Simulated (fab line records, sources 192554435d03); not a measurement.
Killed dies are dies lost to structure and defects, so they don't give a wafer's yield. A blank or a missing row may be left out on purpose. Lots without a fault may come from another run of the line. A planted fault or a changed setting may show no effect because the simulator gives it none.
Which tool did it? | flow n5_finfet | 9 lots, 25 wafers sampled, at 5 steps of a route of 1938

WHAT THE GAUGES READ, wafer by wafer
N5_BEOL_M4_RC_MEAS_101. Usual: DIBL_N 35.7 mV/V, standard deviation 1.3; DIBL_P 35.4 mV/V, standard deviation 1.8; IOFF_N 0.152 nA/um, standard deviation 0.027; IOFF_P 0.20 nA/um, standard deviation 0.034; ION_N 672 uA/um, standard deviation 9.8; ION_P 461 uA/um, standard deviation 7.5; SS_N 71.4 mV/dec, standard deviation 0.55; SS_P 73.1 mV/dec, standard deviation 0.61; VT_N 251 mV, standard deviation 3.3; VT_P -251 mV, standard deviation 3.6.
lot  | measured     | on        | DIBL_N (mV/V)  | DIBL_P (mV/V)  | IOFF_N (nA/um)    | IOFF_P (nA/um) | ION_N (uA/um) | ION_P (uA/um) | SS_N (mV/dec)  | SS_P (mV/dec)  | VT_N (mV)   | VT_P (mV)      | flag
L326 | day 9 08:35  | prober-02 | 35.7 35.7 35.1 | 36.7 36.7 36.3 | 0.162 0.163 0.152 | 0.23 0.23 0.22 | 680 678 678   | 468 467 467   | 71.3 71.4 71.0 | 72.6 72.1 73.0 | 247 247 249 | -247 -248 -247 |
L327 | day 9 17:50  | prober-02 | 36.0           | 36.9           | 0.162             | 0.21           | 676           | 465           | 72.1           | 73.2           | 247         | -251           |
L335 | day 11 16:05 | prober-01 | 35.6 35.8 37.4 | 34.7 35.1 37.0 | 0.137 0.145 0.172 | 0.17 0.18 0.21 | 675 665 670   | 451 456 454   | 71.7 71.5 71.8 | 73.1 73.2 73.4 | 254 253 250 | -254 -256 -251 |
L337 | day 12 15:07 | prober-01 | 34.7 33.4 35.4 | 33.2 31.7 35.0 | 0.143 0.122 0.164 | 0.19 0.17 0.21 | 674 666 676   | 463 462 469   | 72.2 71.8 72.1 | 73.0 73.3 73.5 | 252 254 252 | -249 -251 -249 |
L338 | day 12 16:40 | prober-02 | 39.0 38.2 37.7 | 38.9 37.8 37.7 | 0.201 0.196 0.175 | 0.28 0.27 0.26 | 685 691 677   | 474 479 472   | 71.8 72.4 71.4 | 74.3 74.4 74.6 | 246 248 248 | -246 -244 -244 |
L340 | day 12 17:35 | prober-02 | 33.4 33.5 36.0 | 34.1 33.9 36.6 | 0.116 0.108 0.151 | 0.15 0.15 0.18 | 656 649 663   | 451 445 452   | 71.0 70.8 71.3 | 72.4 72.5 73.1 | 256 258 251 | -258 -256 -257 |
L341 | day 12 22:13 | prober-02 | 35.3 37.8 35.5 | 35.0 38.1 35.2 | 0.137 0.182 0.137 | 0.18 0.22 0.18 | 679 689 678   | 464 468 466   | 70.7 71.5 71.0 | 72.9 73.6 73.5 | 254 249 250 | -252 -249 -253 |
L342 | day 13 20:10 | prober-01 | 34.3 36.4 35.3 | 34.6 36.6 35.2 | 0.123 0.150 0.124 | 0.18 0.20 0.17 | 663 673 667   | 458 464 456   | 71.2 71.5 71.2 | 72.0 73.5 72.7 | 253 250 253 | -252 -250 -251 |
L343 | day 14 06:29 | prober-02 | 34.8 33.8 35.4 | 33.5 32.4 34.7 | 0.121 0.104 0.132 | 0.19 0.17 0.20 | 674 653 668   | 459 457 467   | 70.5 70.8 71.3 | 73.0 72.3 73.0 | 254 259 252 | -252 -253 -249 |

WHICH TOOL RAN EACH LOT (tool, then ch and the chambers of the sampled wafers, then the start)
lot  | N5_MOL_CONTACT_COAG_ETCH_15        | N5_MOL_CONTACT_COAG_TI_SIL_19 | N5_MOL_CONTACT_COAG_PRE_CLEAN_141 | N5_MOL_CONTACT_COAG_ALD_27
L326 | rie_diel-05 ch 0,1,3, day 6 08:26  | pvd_sputter-03, day 6 10:08   | pvd_sputter-01, day 6 10:58       | ald_sin-04 ch 0,2,3, day 6 14:31
L327 | rie_diel-05 ch 0, day 6 13:35      | pvd_sputter-03, day 6 14:19   | pvd_sputter-03, day 6 15:36       | ald_sin-04 ch 3, day 6 20:52
L335 | rie_diel-05 ch 0,1, day 8 11:38    | pvd_sputter-02, day 8 12:44   | pvd_sputter-03, day 8 13:56       | ald_sin-01 ch 0,1, day 8 19:47
L337 | rie_diel-06 ch 0,2,3, day 9 00:53  | pvd_sputter-01, day 9 03:23   | pvd_sputter-01, day 9 04:08       | ald_sin-04 ch 0,1,3, day 9 07:46
L338 | rie_diel-01 ch 0,1,3, day 9 05:59  | pvd_sputter-03, day 9 07:17   | pvd_sputter-02, day 9 08:39       | ald_sin-04 ch 0,2,3, day 9 12:56
L340 | rie_diel-01 ch 0,1,3, day 9 15:11  | pvd_sputter-02, day 9 16:51   | pvd_sputter-02, day 9 18:28       | ald_sin-03 ch 0,1, day 9 23:04
L341 | rie_diel-05 ch 0,1, day 9 22:39    | pvd_sputter-03, day 10 00:54  | pvd_sputter-03, day 10 03:25      | ald_sin-01 ch 2,3, day 10 06:22
L342 | rie_diel-01 ch 0,2,3, day 10 13:17 | pvd_sputter-03, day 10 14:05  | pvd_sputter-02, day 10 15:01      | ald_sin-04 ch 0,1,2, day 10 18:17
L343 | rie_diel-06 ch 0,1,2, day 10 15:55 | pvd_sputter-03, day 10 20:04  | pvd_sputter-02, day 10 23:11      | ald_sin-04 ch 0,2,3, day 11 03:19
- N5_MOL_CONTACT_COAG_ETCH_15: etches SiNx in CH3F/O2, stops on Si:P, target depth 7 nm.
- N5_MOL_CONTACT_COAG_TI_SIL_19: material Ti, target thk 4.2 nm, time 15 s.
- N5_MOL_CONTACT_COAG_PRE_CLEAN_141: time 60 s.
- N5_MOL_CONTACT_COAG_ALD_27: deposits SiOC, target thk 17 nm, pulse time 1.5 s, time 2720 s.

WHAT THE TOOLS THEMSELVES READ (means of the sampled wafers that have a number; where no wafer has one, the mark that the record gives instead)
N5_MOL_CONTACT_COAG_ETCH_15. Usual: chamber_pressure_mTorr 30.001 mTorr, standard deviation 0.027; drypump_motor_current_A 5.6 A, standard deviation 0.41; oes_ar_750_au 0.80 a.u., standard deviation 0.09; oes_product_au 0.58 a.u., standard deviation 0.066; rf_vpp_V 296.4 V, standard deviation 2.3; showerhead_plenum_p_Torr 2.01 Torr, standard deviation 0.07; throttle_valve_pct 16.37 %, standard deviation 0.28.
lot  | tool        | chamber_pressure_mTorr (mTorr) | drypump_motor_current_A (A) | oes_ar_750_au (a.u.) | oes_product_au (a.u.) | rf_vpp_V (V) | showerhead_plenum_p_Torr (Torr) | throttle_valve_pct (%) | flag
L326 | rie_diel-05 | 29.983                         | 5.5                         | 0.93                 | 0.69                  | 297.5        | 2.04                            | 16.02                  |
L327 | rie_diel-05 | 30.003                         | 5.5                         | 0.89                 | 0.65                  | 295.6        | 1.96                            | 16.02                  |
L335 | rie_diel-05 | 30.012                         | 5.7                         | 0.88                 | 0.65                  | 296.5        | 1.98                            | 16.01                  |
L337 | rie_diel-06 | 30.008                         | 5.4                         | 0.75                 | 0.55                  | 297.4        | 2.05                            | 16.61                  |
L338 | rie_diel-01 | 30.048                         | 5.7                         | 0.73                 | 0.53                  | 295.7        | 1.96                            | 16.44                  |
L340 | rie_diel-01 | 29.996                         | 5.8                         | 0.73                 | 0.53                  | 295.6        | 1.96                            | 16.44                  |
L341 | rie_diel-05 | 29.983                         | 5.7                         | 0.87                 | 0.63                  | 295.7        | 1.98                            | 16.04                  |
L342 | rie_diel-01 | 29.981                         | 5.6                         | 0.75                 | 0.55                  | 295.3        | 1.94                            | 16.32                  |
L343 | rie_diel-06 | 30.012                         | 5.7                         | 0.79                 | 0.58                  | 295.9        | 2.07                            | 16.50                  |

N5_MOL_CONTACT_COAG_TI_SIL_19. Usual: susceptor_temp_C 200.00 C, standard deviation 0.14; throttle_valve_pct 29.8 %, standard deviation 0.81.
lot  | tool           | susceptor_temp_C (C) | throttle_valve_pct (%) | flag
L326 | pvd_sputter-03 | 199.96               | 29.9                   |
L327 | pvd_sputter-03 | 200.23               | 29.4                   |
L335 | pvd_sputter-02 | 199.79               | 30.1                   |
L337 | pvd_sputter-01 | 199.95               | 29.8                   |
L338 | pvd_sputter-03 | 200.16               | 29.6                   |
L340 | pvd_sputter-02 | 200.00               | 29.1                   |
L341 | pvd_sputter-03 | 200.12               | 29.9                   |
L342 | pvd_sputter-03 | 199.91               | 29.7                   |
L343 | pvd_sputter-03 | 200.02               | 29.4                   |

N5_MOL_CONTACT_COAG_PRE_CLEAN_141. Usual: heater_power_w 480 W, standard deviation 43; susceptor_temp_C 300.00 C, standard deviation 0.19.
lot  | tool           | heater_power_w (W) | susceptor_temp_C (C) | flag
L326 | pvd_sputter-01 | 479                | 299.81               |
L327 | pvd_sputter-03 | 467                | 300.08               |
L335 | pvd_sputter-03 | 438                | 300.01               |
L337 | pvd_sputter-01 | 481                | 299.96               |
L338 | pvd_sputter-02 | 505                | 299.91               |
L340 | pvd_sputter-02 | 532                | 299.91               |
L341 | pvd_sputter-03 | 443                | 300.06               |
L342 | pvd_sputter-02 | 510                | 299.95               |
L343 | pvd_sputter-02 | 491                | 299.81               |

N5_MOL_CONTACT_COAG_ALD_27. Usual: heater_power_w 875 W, standard deviation 66; precursor_pulse_height_rel 1.000, standard deviation 0.019; run_length_s 2769.8 s, standard deviation 0.65; susceptor_temp_C 399.97 C, standard deviation 0.22.
lot  | tool       | heater_power_w (W) | precursor_pulse_height_rel | run_length_s (s) | susceptor_temp_C (C) | flag
L326 | ald_sin-04 | 906                | 1.000                      | 2823.2           | 400.12               | OFF
L327 | ald_sin-04 | 934                | 1.009                      | 2769.0           | 400.37               |
L335 | ald_sin-01 | 861                | 0.999                      | 2770.0           | 399.91               |
L337 | ald_sin-04 | 894                | 1.003                      | 2769.8           | 400.05               |
L338 | ald_sin-04 | 891                | 0.990                      | 2769.9           | 400.08               |
L340 | ald_sin-03 | 899                | 0.968                      | 2770.1           | 399.95               |
L341 | ald_sin-01 | 773                | 0.995                      | 2769.0           | 400.03               |
L342 | ald_sin-04 | 852                | 0.998                      | 2770.0           | 399.84               |
L343 | ald_sin-04 | 887                | 0.997                      | 2769.7           | 400.04               |

THE ANSWER, worked out from the rows above alone
Rule: a lot is off if the mean of its wafers that have a number lies more than 3 standard deviations from the usual mean. A lot without any number at a reading at which 4 lots or more have one is off too. The other lots that the step has rows for count as sound. The gauges are gone through in route order, then the tools' own readings, and for those a lot's mean is taken as printed above. The first step at which some lot is off is used, and at that step the reading that is off furthest; a lot without a number counts as furthest.
Off: L326, at N5_MOL_CONTACT_COAG_ALD_27 (run_length_s).
A tool fits if, at that step or a process step before it, it ran every lot that is off, and no sound lot after the first of them. None of those tried fits.

WHAT THE SIMULATOR HAD PUT IN
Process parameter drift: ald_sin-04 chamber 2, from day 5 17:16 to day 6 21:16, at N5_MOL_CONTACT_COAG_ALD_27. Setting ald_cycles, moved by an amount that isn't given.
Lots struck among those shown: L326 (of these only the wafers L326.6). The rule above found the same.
